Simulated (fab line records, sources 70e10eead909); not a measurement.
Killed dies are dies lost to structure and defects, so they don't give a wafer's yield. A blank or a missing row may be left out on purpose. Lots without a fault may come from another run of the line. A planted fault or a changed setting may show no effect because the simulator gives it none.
Chamber matching | flow nand_harc | NHARC_A_BONDPAD_ETCH_12 on rie_diel-05: 4 sister chambers
The step etches the open film in CHF3/O2, target depth 220 nm, time 110 s. 8 wafers are shown with their chamber, then 7 later ones without.

WAFERS WITH THEIR CHAMBER
wafer  | chamber | showerhead_plenum_p_Torr (Torr) | drypump_motor_current_A (A)
L921.5 | 3       | 2.58                            | 6.2
L921.6 | 0       | 2.44                            | 5.0
L923.3 | 0       | 2.44                            | 5.0
L923.5 | 2       | 2.29                            | 5.2
L937.4 | 3       | 2.57                            | 6.2
L937.6 | 1       | 2.35                            | 6.1
L936.1 | 1       | 2.35                            | 6.1
L936.2 | 2       | 2.28                            | 5.3

WAFERS WITHOUT THEIR CHAMBER
wafer  | showerhead_plenum_p_Torr (Torr) | drypump_motor_current_A (A)
L936.3 | 2.44                            | 5.0
L938.2 | 2.57                            | 6.2
L938.5 | 2.44                            | 5.0
L938.6 | 2.57                            | 6.2
L940.1 | 2.57                            | 6.2
L940.3 | 2.35                            | 6.1
L940.4 | 2.28                            | 5.3

WHICH CHAMBER EACH WENT THROUGH
wafer  | from the rows above | in truth
L936.3 | 0                   | 0
L938.2 | 3                   | 3
L938.5 | 0                   | 0
L938.6 | 3                   | 3
L940.1 | 3                   | 3
L940.3 | 1                   | 1
L940.4 | 2                   | 2
Placed correctly: 7 of 7. Can't be placed from these rows: 0. Placed wrongly: 0.
How it was worked out, from the rows above alone: a wafer's distance from a chamber is the root of the sum, over the readings, of the square of ((its reading less the chamber's mean) divided by the reading's scatter). The wafer belongs to the nearest chamber; if the next one is less than 2 further off, it can't be placed. A chamber's mean is the mean of its shown wafers. The scatter: the root of (the sum of the squares of (reading less its chamber's mean) over the shown wafers, divided by (wafers less chambers)).
